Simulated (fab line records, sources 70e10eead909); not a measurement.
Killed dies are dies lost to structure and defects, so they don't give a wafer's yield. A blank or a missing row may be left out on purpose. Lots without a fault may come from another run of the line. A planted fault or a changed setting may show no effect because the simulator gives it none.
Tool commonality check | flow nand_harc | 13 lots, 45 wafers sampled

WHY IT WAS OPENED
At NHARC_A_ONON_D2_THK_MEAS_08 the reading thk_nm is flagged on 2 of 13 lots. Wafers without a fault read 998 nm, standard deviation 6.8.
Rule: a lot is flagged when every wafer of it that has a number lies more than 4 standard deviations from that mean, or none has a number. The other lots count as sound.

lot  | measured     | on            | thk_nm (nm), wafer by wafer | flag
L144 | day 13 01:34 | film_metro-02 | 1004 1004 1004              |
L145 | day 13 01:53 | film_metro-01 | 1001 998 1000               |
L154 | day 16 14:53 | film_metro-01 | 283 286 287 285 285 284     | FLAGGED
L156 | day 17 05:56 | film_metro-02 | 984 987 984                 |
L155 | day 17 06:13 | film_metro-02 | 278 276 276 277 277 277     | FLAGGED
L157 | day 18 06:37 | film_metro-02 | 992 993 994                 |
L159 | day 19 00:58 | film_metro-02 | 1001 1000 1001              |
L158 | day 19 01:38 | film_metro-02 | 997 997 997                 |
L162 | day 19 23:24 | film_metro-02 | 1000 999 999                |
L160 | day 20 00:52 | film_metro-01 | 1003 1002 1002              |
L163 | day 20 11:37 | film_metro-02 | 990 989 991                 |
L166 | day 21 07:18 | film_metro-02 | 995 992 994                 |
L165 | day 21 14:01 | film_metro-02 | 986 985 986                 |
The numbers of the flagged lots are 281 nm on average: -717 nm against the usual, or -99 or more standard deviations.

WHICH TOOL RAN EACH LOT
The record holds 3 process steps before the reading, out of a route of 1302 steps. In each cell: the tool, then ch and the chambers that the sampled wafers went through, then the start.
lot  | flag    | NHARC_A_CHANNEL_FILL_D1_STRIP_29              | NHARC_A_DECK1_JOINT_ETCHBACK_07  | NHARC_A_ONON_D2_DEP_06
L144 |         | rie_diel-05 ch 3, day 11 08:49                | rie_si-04 ch 0,1,3, day 11 15:01 | pecvd_onon-01 ch 0, day 13 01:04
L145 |         | rie_diel-09 ch 1,2,3, day 11 15:03 or earlier | rie_si-01 ch 0,1,2, day 11 15:03 | pecvd_onon-02 ch 0, day 13 01:26
L154 | FLAGGED | rie_diel-07 ch 0,1, day 15 00:16 or earlier   | rie_si-06 ch 0,1, day 15 00:16   | pecvd_onon-01 ch 0, day 16 14:23
L156 |         | rie_diel-07 ch 1,2,3, day 15 16:18 or earlier | rie_si-04 ch 0,1,3, day 15 16:18 | pecvd_onon-04 ch 0, day 17 05:25
L155 | FLAGGED | rie_diel-05 ch 2,3, day 15 10:05              | rie_si-06 ch 0,1,3, day 15 16:19 | pecvd_onon-01 ch 0, day 17 05:43
L157 |         | rie_diel-05 ch 0,1,2, day 16 13:26            | rie_si-01 ch 1,2,3, day 16 19:38 | pecvd_onon-04 ch 0, day 18 06:06
L159 |         | rie_diel-09 ch 0,2, day 17 13:06 or earlier   | rie_si-06 ch 0,3, day 17 13:06   | pecvd_onon-04 ch 0, day 19 00:27
L158 |         | rie_diel-05 ch 0,1, day 17 04:05 or earlier   | rie_si-04 ch 0,1,3, day 17 04:05 | pecvd_onon-04 ch 0, day 19 01:07
L162 |         | rie_diel-09 ch 0,1,2, day 18 13:43 or earlier | rie_si-06 ch 1,2, day 18 13:43   | pecvd_onon-04 ch 0, day 19 23:04
L160 |         | rie_diel-07 ch 0,1,3, day 18 06:44 or earlier | rie_si-06 ch 1,3, day 18 06:44   | pecvd_onon-02 ch 0, day 20 00:25
L163 |         | rie_diel-07 ch 0,1, day 18 20:14 or earlier   | rie_si-01 ch 1,2,3, day 18 20:14 | pecvd_onon-04 ch 0, day 20 11:10
L166 |         | rie_diel-07 ch 0,1,3, day 19 17:37            | rie_si-01 ch 0,1,2, day 19 22:40 | pecvd_onon-01 ch 0, day 21 06:50
L165 |         | rie_diel-07 ch 0,1, day 19 20:57              | rie_si-04 ch 2,3, day 20 03:00   | pecvd_onon-01 ch 0, day 21 13:37
What these steps do:
- NHARC_A_CHANNEL_FILL_D1_STRIP_29: strips in O2, time 20 s.
- NHARC_A_DECK1_JOINT_ETCHBACK_07: etches the open film in HBr, target depth 105 nm, time 26.9 s.
- NHARC_A_ONON_D2_DEP_06: target thk 1000 nm.
- NHARC_A_ONON_D2_THK_MEAS_08: measures by ellipsometry.

FLAGGED OVER TOTAL, TOOL BY TOOL (the gauges that took the reading come last)
step                             | tool          | lots run | flagged | share of the flagged lots | sound lots run after its first flagged lot
NHARC_A_CHANNEL_FILL_D1_STRIP_29 | rie_diel-05   | 4        | 1       | some                      | 2 (L157,L158)
NHARC_A_CHANNEL_FILL_D1_STRIP_29 | rie_diel-07   | 6        | 1       | some                      | 5 (L156,L160,L163,L166,L165)
NHARC_A_CHANNEL_FILL_D1_STRIP_29 | rie_diel-09   | 3        | 0       | none                      | -
NHARC_A_DECK1_JOINT_ETCHBACK_07  | rie_si-01     | 4        | 0       | none                      | -
NHARC_A_DECK1_JOINT_ETCHBACK_07  | rie_si-04     | 4        | 0       | none                      | -
NHARC_A_DECK1_JOINT_ETCHBACK_07  | rie_si-06     | 5        | 2       | all                       | 3 (L159,L160,L162)
NHARC_A_ONON_D2_DEP_06           | pecvd_onon-01 | 5        | 2       | all                       | 2 (L166,L165)
NHARC_A_ONON_D2_DEP_06           | pecvd_onon-02 | 2        | 0       | none                      | -
NHARC_A_ONON_D2_DEP_06           | pecvd_onon-04 | 6        | 0       | none                      | -
NHARC_A_ONON_D2_THK_MEAS_08      | film_metro-01 | 3        | 1       | some                      | 1 (L160)
NHARC_A_ONON_D2_THK_MEAS_08      | film_metro-02 | 10       | 1       | some                      | 7 (L157,L159,L158,L162,L163,L166,L165)
NHARC_A_CHANNEL_FILL_D1_STRIP_29 gives no start for some lots, so the hours and the order of its lots are those of NHARC_A_DECK1_JOINT_ETCHBACK_07.

WHAT THE TABLE ALLOWS
2 rows of the table ran every flagged lot: rie_si-06 at NHARC_A_DECK1_JOINT_ETCHBACK_07, pecvd_onon-01 at NHARC_A_ONON_D2_DEP_06.
- rie_si-06 at NHARC_A_DECK1_JOINT_ETCHBACK_07: 2 of its 5 lots flagged. Sound lots ran on it after the first flagged one (L159, L160, L162), which a lasting fault on the whole tool wouldn't allow.
- pecvd_onon-01 at NHARC_A_ONON_D2_DEP_06: 2 of its 5 lots flagged. Sound lots ran on it after the first flagged one (L166, L165), which a lasting fault on the whole tool wouldn't allow.
No row of the table ran every flagged lot and no sound lot after the first.

WHAT THE SIMULATOR HAD PUT IN
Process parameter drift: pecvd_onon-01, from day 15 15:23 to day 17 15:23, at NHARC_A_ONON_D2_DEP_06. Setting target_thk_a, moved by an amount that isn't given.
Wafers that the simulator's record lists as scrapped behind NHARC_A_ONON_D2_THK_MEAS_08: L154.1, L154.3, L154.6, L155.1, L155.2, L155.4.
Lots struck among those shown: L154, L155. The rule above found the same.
